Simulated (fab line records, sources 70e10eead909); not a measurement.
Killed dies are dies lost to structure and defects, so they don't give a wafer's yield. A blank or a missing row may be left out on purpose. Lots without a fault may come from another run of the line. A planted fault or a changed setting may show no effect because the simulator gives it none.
fab line records | flow nand_harc
record lots=11 wafers=33 last_day=32
route steps=1302 shown P_CONTACT@248 P_M0@270 END@1302
lots that met no fault: from a run of the same line without faults
start_h: hours from the record's first day to the start of the lot's first wafer shown | wait_h: hours since the lot's step before | " the same as in the row above | L1.1+2: a row that stands for several wafers | - no value, or no start given | * or withheld: withheld | < > ~ a bound
route shown NAME@n: a module of which the file shows steps, and the number in the route of the first | usual: mean/standard deviation of fault-free wafers | same: alike in all rows | chamber/n: place in a boat | sites: the reading at each site | _std_site: their standard deviation | _edge_site: outer sites' mean less inner sites' | radius_mm: how far each site lies from the wafer's centre | mask NAME#n: copy n | behind: the tool/chamber that last shaped the wafer | hold: why the lot was held/for how many hours/how that ended | device: the transistor (n, p or np) that didn't switch | end of line: the same wafers' tests at the end of the route | a step without rows: its recipe alone | killed: dies lost to structure and defects at the first sort, not the wafer's yield | map: a wafer's dies, x killed, . not, _ none there
set.NAME: the setting as run; set.NAME@STEP: as run at that earlier step | model.NAME: the simulator's own value behind a step, which no gauge read
steps of the route over a sample of lots; a table a step, a row a wafer
services: from which hour (start_h, from the record's first day; less than 0 if before it) a tool's chamber was out of use, for how many hours, and why
## steps
# step NHARC_P_CONTACT_CVD_23
# recipe target_thk_a=2000 temp_c=300 pressure_torr=40 wf6_flow_sccm=40 h2_flow_sccm=1600 ar_flow_sccm=1560 time_s=557 material=W
# usual heater_power_outer_w=259/13 heater_power_w=470/32 throttle_valve_pct=8.1/0.33
# columns lot.wafer tool chamber start_h wait_h heater_power_outer_w heater_power_w throttle_valve_pct
L557.1 cvd_w-02 0 - - 260 484 7.7
L557.2 " 0 " " 271 483 7.9
L557.4 " 0 " " 268 479 7.7
L560.4 cvd_w-02 1 - - 265 467 8.1
L560.5 " 0 " " 268 490 7.8
L560.6 " 1 " " 259 480 8.3
L562.1 cvd_w-01 1 - - 234 418 8.2
L562.4 " 1 " " 236 414 8.3
L562.6 " 0 " " 288 532 8.9
L563.2 cvd_w-02 0 - - 265 478 7.8
L563.3 " 0 " " 268 488 7.8
L563.5 " 0 " " 263 485 7.8
L564.2 cvd_w-02 1 - - 265 459 8.0
L564.3 " 1 " " 266 472 7.7
L564.4 " 0 " " 263 487 8.0
L572.1 cvd_w-01 0 - - 269 512 8.4
L572.2 " 1 " " 244 441 8.1
L572.6 " 0 " " 275 506 8.3
L573.1 cvd_w-01 1 - - 247 437 8.2
L573.4 " 1 " " 250 434 8.1
L573.6 " 1 " " 233 425 8.2
L574.1 cvd_w-02 1 - - 249 453 7.9
L574.2 " 0 " " 237 457 7.7
L574.4 " 1 " " 256 450 8.2
L576.1 cvd_w-02 1 - - 248 459 8.2
L576.2 " 0 " " 247 459 8.0
L576.5 " 1 " " 255 447 8.2
L577.1 cvd_w-01 1 - - 244 437 8.1
L577.4 " 0 " " 270 502 8.5
L577.5 " 0 " " 275 512 8.8
L579.2 cvd_w-02 0 - - 248 456 8.0
L579.4 " 1 " " 255 449 8.1
L579.6 " 1 " " 246 450 7.9
# step NHARC_P_M0_STRIP_18
# recipe power_w=1000 n2_flow_sccm=150 h2_flow_sccm=150 ar_flow_sccm=0 bias_w=0 chemistry=N2/H2
# usual drypump_motor_current_A=5.6/0.38 oes_product_au=0.998/0.0075 rf_vpp_V=90.4/0.91 showerhead_plenum_p_Torr=2.01/0.072 throttle_valve_pct=14.171/0.009
# columns lot.wafer tool chamber start_h wait_h drypump_motor_current_A oes_product_au rf_hours_counter_h rf_vpp_V showerhead_plenum_p_Torr throttle_valve_pct
L557.4 rie_diel-04 3 121.13 0.1 6.3 0.991 42 89.4 1.90 14.167
L557.2 " 0 " " 5.4 0.995 45 90.2 2.03 14.169
L557.1 " 1 " " 5.8 0.991 43 91.5 2.12 14.179
L560.4 rie_diel-04 0 156.10 0.2 5.4 0.985 54 90.6 2.03 14.170
L560.5 " 1 " " 5.8 0.983 - 90.5 2.11 14.176
L560.6 " 2 " " 5.4 0.989 - 92.2 2.10 14.164
L562.4 rie_diel-04 2 171.93 0.1 5.4 0.986 60 90.9 2.10 14.172
L562.1 " 3 " " 6.2 0.993 54 89.4 1.89 14.176
L562.6 " 0 " " 5.4 0.990 - 91.2 2.02 14.159
L563.2 rie_diel-04 0 177.84 0.1 5.4 0.996 62 91.2 2.02 14.177
L563.3 " 1 " " 5.8 0.986 60 91.0 2.11 14.168
L563.5 " 0 " " 5.4 0.988 - 89.7 2.02 14.179
L564.3 rie_diel-04 2 191.58 0.1 5.4 0.987 0 90.6 2.10 14.164
L564.2 " 3 " " 6.3 0.995 0 89.2 1.89 14.176
L564.4 " 0 " " 5.4 0.990 0 91.3 2.02 14.173
L572.1 rie_diel-07 2 269.67 0.1 5.3 1.000 30 91.7 2.06 14.180
L572.2 " 1 " " 5.4 1.002 29 89.9 1.99 14.172
L572.6 " 3 " " 5.3 1.002 - 91.7 2.04 14.154
L573.4 rie_diel-07 3 279.32 0.1 5.3 1.003 30 89.3 2.04 14.177
L573.1 " 0 " " 5.8 0.999 28 90.0 1.95 14.161
L573.6 " 3 " " 5.3 1.004 - 89.9 2.04 14.167
L574.4 rie_diel-01 2 290.51 0.1 5.5 1.008 22 88.5 2.10 14.155
L574.1 " 3 " " 6.5 1.000 22 90.3 1.94 14.171
L574.2 " 1 " " 5.3 1.000 23 89.8 1.92 14.173
L576.2 rie_diel-07 0 316.01 0.1 5.8 1.005 2 90.5 1.95 14.181
L576.1 " 3 " " 5.3 1.004 2 89.9 2.04 14.171
L576.5 " 1 " " 5.4 1.008 - 89.3 1.99 14.165
L577.1 rie_diel-04 0 321.19 0.1 5.4 0.999 40 90.1 2.01 14.160
L577.4 " 1 " " 5.8 0.994 42 90.4 2.10 14.161
L577.5 " 1 " " 5.8 0.981 - 89.5 2.10 14.180
L579.2 rie_diel-01 2 345.01 0.2 5.5 0.997 44 91.7 2.09 14.174
L579.4 " 0 " " 5.9 0.987 - 89.5 1.90 14.175
L579.6 " 2 " " 5.5 0.986 - 91.8 2.09 14.176
# step NHARC_P_M0_PVD_20
# recipe target_thk_a=50 bias_v=168.6 power_w=15000 chamber_pressure_pa=0.12 time_s=8.06 substrate_temp_c=50 material=TaN
# usual substrate_temp_c=50.01/0.13 throttle_valve_pct=29.6/0.72
# columns lot.wafer tool chamber start_h wait_h substrate_temp_c throttle_valve_pct
L557.1 pvd_sputter-03 - - - 50.00 29.2
L557.4 " - " " 50.00 31.1
L557.2 " - " " 50.05 29.2
L560.4 pvd_sputter-01 - - - 49.85 29.7
L560.6 " - " " 50.04 28.8
L560.5 " - " " 50.00 28.8
L562.4 pvd_sputter-01 - - - 49.86 28.6
L562.1 " - " " 50.01 29.1
L562.6 " - " " 50.07 28.9
L563.2 pvd_sputter-01 - - - 49.98 29.2
L563.3 " - " " 49.85 30.0
L563.5 " - " " 50.04 29.0
L564.3 pvd_sputter-02 - - - 49.93 29.0
L564.4 " - " " 50.21 29.9
L564.2 " - " " 49.96 30.5
L572.1 pvd_sputter-03 - - - 50.19 30.8
L572.2 " - " " 50.06 29.6
L572.6 " - " " 50.36 29.9
L573.1 pvd_sputter-03 - - - 50.00 29.9
L573.4 " - " " 49.99 29.9
L573.6 " - " " 50.05 29.8
L574.1 pvd_sputter-01 - - - 50.12 28.3
L574.2 " - " " 50.08 29.8
L574.4 " - " " 49.95 30.1
L576.1 pvd_sputter-03 - - - 50.13 29.8
L576.2 " - " " 50.09 30.7
L576.5 " - " " 50.12 29.7
L577.1 pvd_sputter-01 - - - 49.87 29.4
L577.4 " - " " 50.14 30.2
L577.5 " - " " 50.03 28.4
L579.4 pvd_sputter-01 - - - 49.89 30.1
L579.2 " - " " 49.83 28.4
L579.6 " - " " 50.05 30.3
# step NHARC_P_M0_ECD_22
# recipe target_thk_a=4000 bath_temp_c=25 material=Cu
# usual bath_heat_duty_pct=7.1/0.66 bath_temp_c=24.99/0.11
# columns lot.wafer tool chamber start_h wait_h bath_heat_duty_pct bath_temp_c
L557.1 ecd_cu-02 1 122.00 - 7.8 24.92
L557.2 " 0 " " 8.2 25.23
L557.4 " 1 " " 7.1 24.95
L560.4 ecd_cu-02 1 157.08 - 7.5 24.89
L560.5 " 0 " " 6.9 25.07
L560.6 " 1 " " 6.8 25.00
L562.1 ecd_cu-02 1 172.83 - 7.3 24.80
L562.4 " 1 " " 7.2 25.07
L562.6 " 1 " " 6.7 24.96
L563.2 ecd_cu-01 1 178.77 - - -
L563.3 " 1 " " - -
L563.5 " 1 " " - -
L564.2 ecd_cu-02 1 192.45 - - -
L564.4 " 1 " " - -
L564.3 " 0 " " - -
L572.1 ecd_cu-01 0 270.57 - 6.2 25.17
L572.2 " 1 " " 7.0 25.06
L572.6 " 1 " " 7.1 24.98
L573.1 ecd_cu-01 0 280.24 - 6.6 24.90
L573.4 " 1 " " 6.6 25.01
L573.6 " 1 " " 7.4 24.82
L574.2 ecd_cu-01 1 291.42 - 7.3 25.09
L574.1 " 0 " " 6.0 25.15
L574.4 " 0 " " 6.6 25.07
L576.2 ecd_cu-02 1 316.94 - 7.2 25.25
L576.1 " 0 " " 7.3 25.02
L576.5 " 0 " " 7.7 25.04
L577.1 ecd_cu-01 1 322.09 - 7.4 24.89
L577.4 " 0 " " 6.2 25.07
L577.5 " 1 " " 7.5 24.81
L579.2 ecd_cu-02 0 345.95 - 6.7 25.08
L579.4 " 1 " " 6.1 24.91
L579.6 " 0 " " 8.2 25.12
# step NHARC_P_M0_CMP_23
# recipe t_overpolish_s=20 target_thk_nm=117.54
# usual motor_current_A=11.6/1.1 slurry_filter_dp_kPa=13.50/0.14 slurry_flow_ml_min=150.0/0.49 time_to_endpoint_s=28.7/2.2
# columns lot.wafer tool chamber start_h wait_h motor_current_A slurry_filter_dp_kPa slurry_flow_ml_min time_to_endpoint_s
L557.2 cmp-03 3 122.72 - 12.4 13.45 150.0 26.4
L557.1 " 1 " " 11.3 13.34 150.0 29.8
L557.4 " 2 " " 11.4 13.84 150.1 25.8
L560.4 cmp-01 2 157.71 - 10.6 13.45 151.1 25.9
L560.6 " 0 " " 12.0 13.43 150.5 25.6
L560.5 " 1 " " 13.6 13.73 150.0 24.5
L562.1 cmp-04 1 173.51 - 11.6 13.41 149.6 33.3
L562.4 " 0 " " 11.8 13.13 150.7 28.7
L562.6 " 1 " " 12.1 13.49 150.0 28.0
L563.2 cmp-01 2 179.51 - 10.2 13.38 150.0 3.8
L563.3 " 3 " " 10.6 13.40 150.3 1.9
L563.5 " 0 " " 12.8 13.54 150.4 0.2
L564.2 cmp-04 0 193.18 - 11.6 13.53 150.2 1.8
L564.3 " 1 " " 11.5 13.64 150.3 2.0
L564.4 " 2 " " 9.9 13.38 150.2 1.2
L572.2 cmp-03 1 271.36 - 10.9 13.43 149.7 30.4
L572.1 " 2 " " 12.0 13.26 148.6 27.0
L572.6 " 0 " " 12.6 13.82 149.3 27.6
L573.1 cmp-04 0 280.99 - 12.2 13.65 149.8 26.7
L573.4 " 1 " " 11.9 13.51 150.1 29.0
L573.6 " 0 " " 12.2 13.62 150.2 24.5
L574.2 cmp-01 0 292.14 - 12.5 13.47 150.1 29.6
L574.1 " 2 " " 11.0 13.31 149.6 26.8
L574.4 " 3 " " 11.5 13.54 149.1 27.4
L576.1 cmp-04 2 317.72 - 9.5 13.69 149.4 28.9
L576.2 " 3 " " 10.2 13.55 149.9 28.1
L576.5 " 0 " " 11.9 13.46 151.1 30.5
L577.4 cmp-03 1 322.86 - 11.5 13.61 149.8 28.3
L577.1 " 2 " " 11.4 13.38 150.3 25.7
L577.5 " 0 " " 11.8 13.42 149.5 26.2
L579.4 cmp-04 2 346.63 - 10.2 13.48 150.2 29.6
L579.2 " 3 " " 10.6 13.58 149.8 28.6
L579.6 " 2 " " 9.8 13.50 150.8 28.2
# step NHARC_P_M0_THK_MEAS_24
# recipe thk_meas_gauge=xrf
# usual thk_nm=117.7/1.4
# columns lot.wafer tool chamber start_h wait_h thk_nm
L557.1 film_metro-01 - 123.04 - 117.2
L557.2 " - " " 115.7
L557.4 " - " " 115.5
L560.4 film_metro-01 - 157.97 - 115.7
L560.5 " - " " 115.8
L560.6 " - " " 117.6
L562.1 film_metro-02 - 173.83 - 119.3
L562.4 " - " " 118.2
L562.6 " - " " 119.5
L563.2 film_metro-02 - 179.76 - 29.3
L563.3 " - " " 29.4
L563.5 " - " " 29.9
L564.2 film_metro-01 - 193.49 - 28.4
L564.3 " - " " 30.0
L564.4 " - " " 29.7
L572.1 film_metro-02 - 271.62 - 117.3
L572.2 " - " " 118.9
L572.6 " - " " 116.6
L573.1 film_metro-01 - 281.28 - 119.0
L573.4 " - " " 116.8
L573.6 " - " " 117.6
L574.1 film_metro-01 - 292.46 - 118.3
L574.2 " - " " 118.5
L574.4 " - " " 120.8
L576.1 film_metro-01 - 317.98 - 116.5
L576.2 " - " " 118.5
L576.5 " - " " 119.5
L577.1 film_metro-02 - 323.12 - 118.2
L577.4 " - " " 117.4
L577.5 " - " " 116.1
L579.2 film_metro-01 - 346.95 - 117.8
L579.4 " - " " 116.7
L579.6 " - " " 120.0
# step NHARC_END_SORT_01
# recipe temp_c=25
# usual defect_limited_yield=91/3 killed_at_array=56/20 killed_at_other=1/1.3 killed_at_periphery=3.5/2.7 killed_dies=60/20 killed_open=3.3/1.6 killed_short=2.4/1.5
# same gross_dies=677
# columns lot.wafer tool chamber start_h wait_h defect_limited_yield[%] killed_at_array killed_at_other killed_at_periphery killed_dies killed_open killed_short
L563.2 prober-01 0 619.67 2.7 0 49 0 628 677 4 0
L563.3 prober-01 0 620.46 3.0 0 46 1 630 677 5 3
L563.5 prober-01 0 622.04 3.7 0 59 0 618 677 3 6
L564.2 prober-02 0 625.98 2.7 0 57 0 620 677 5 1
L564.3 prober-02 0 626.78 3.1 0 43 2 632 677 4 4
L564.4 prober-02 0 627.58 3.4 0 57 1 619 677 4 0
# killed by level:class
L563.2 P_M0:area_ecd=622 A_SLIT:chamber_film_flake=21 A_CHANNEL_HOLE_D2:chamber_film_flake=12 A_CHANNEL_HOLE_D1:chamber_film_flake=5 P_CONTACT:chamber_film_flake=3 A_CONTACT:chamber_film_flake=3 A_M1:chamber_film_flake=2 P_M0:geometric_particle:open=1
L563.3 P_M0:area_ecd=625 A_SLIT:chamber_film_flake=24 A_CHANNEL_HOLE_D2:chamber_film_flake=5 A_CHANNEL_HOLE_D1:chamber_film_flake=4 A_CONTACT:chamber_film_flake=3 A_M1:chamber_film_flake=3 A_DECK1_JOINT:geometric_particle:short=2 P_CONTACT:chamber_film_flake=2
L563.5 P_M0:area_ecd=616 A_SLIT:chamber_film_flake=32 A_CONTACT:chamber_film_flake=6 A_CHANNEL_HOLE_D2:chamber_film_flake=5 A_M1:chamber_film_flake=4 A_CHANNEL_HOLE_D1:chamber_film_flake=3 A_SOURCE_PLATE:geometric_particle:short=2 P_M1:geometric_particle:short=1
L564.2 P_M0:area_ecd=615 A_CHANNEL_HOLE_D1:chamber_film_flake=30 A_CONTACT:chamber_film_flake=10 A_CHANNEL_HOLE_D2:chamber_film_flake=7 A_CHANNEL_FILL_D2:geometric_particle:open=2 P_CONTACT:chamber_film_flake=2 P_STI:geometric_particle:open=1 P_GATE:geometric_particle:short=1
L564.3 P_M0:area_ecd=627 A_CHANNEL_HOLE_D1:chamber_film_flake=15 A_CHANNEL_HOLE_D2:chamber_film_flake=10 A_CONTACT:chamber_film_flake=7 A_STAIRCASE:chamber_film_flake=2 A_WL_FILL:chamber_film_flake=2 THIN_TSV:chamber_film_flake=2 P_CONTACT:geometric_particle:open=1
L564.4 P_M0:area_ecd=615 A_CHANNEL_HOLE_D1:chamber_film_flake=28 A_CONTACT:chamber_film_flake=11 A_CHANNEL_HOLE_D2:chamber_film_flake=10 A_WL_FILL:chamber_film_flake=3 P_STI:chamber_film_flake=2 P_CONTACT:chamber_film_flake=2 A_DECK1_JOINT:geometric_particle:open=1
## services
# columns tool chamber start_h hours kind
cmp-04 - 94.44 0.5 repair
cvd_w-02 1 112.11 10.9 repair
cmp-04 - 112.15 4.0 pm
pvd_sputter-01 - 116.01 3.7 repair
cvd_w-01 - 120.40 34.8 repair
rie_diel-04 - 122.24 0.3 repair
ecd_cu-02 - 146.47 0.6 repair
ecd_cu-01 - 160.00 8.0 pm
rie_diel-04 3 161.32 4.8 repair
rie_diel-04 - 177.97 9.0 pm
ecd_cu-01 - 179.54 5.0 repair
cmp-04 - 192.07 1.0 repair
ecd_cu-02 - 198.08 1.6 repair
cmp-04 - 210.15 4.0 pm
pvd_sputter-01 - 226.00 10.0 pm
ecd_cu-02 - 244.40 8.0 pm
rie_diel-04 - 248.66 0.2 repair
ecd_cu-01 - 267.14 1.4 repair
cvd_w-02 - 269.29 13.0 pm
cmp-04 - 296.39 2.0 repair
cmp-04 - 299.64 0.2 repair
cmp-04 - 308.15 4.0 pm
ecd_cu-01 - 324.83 0.4 repair
ecd_cu-01 - 335.98 4.9 repair
## key
first_sign step=NHARC_P_M0_ECD_22 reading=tool_record direction=missing
effect step=NHARC_P_M0_CMP_23 reading=time_to_endpoint_s direction=down sigmas=12 usual=* struck=*
effect step=NHARC_P_M0_THK_MEAS_24 reading=thk_nm direction=down sigmas=63 usual=117.7 struck=29.4
effect step=NHARC_END_SORT_01 reading=killed_at_periphery direction=up sigmas=99+ usual=3.5 struck=624.5
more_kills_born_at NHARC_P_M0_ECD_22@ecd_cu-01=1863 NHARC_P_M0_ECD_22@ecd_cu-02=1857
met_at NHARC_P_M0_ECD_22
struck_lots L563,L564
later_rows_left_out L563.2,L563.3,L563.5,L564.2,L564.3,L564.4
not_acting_at NHARC_P_CONTACT_CVD_23,NHARC_P_M0_STRIP_18,NHARC_P_M0_PVD_20
onset_between 172.83 178.77
fault kind=skipped_step_whole tool=ecd_cu-01,ecd_cu-02 chamber=- onset_h=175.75 steps=NHARC_P_M0_ECD_22 scope=struck_lots_only
# later_rows_left_out: the simulator's readings of these wafers behind a module that went badly wrong aren't trusted and aren't shown, but for the sort
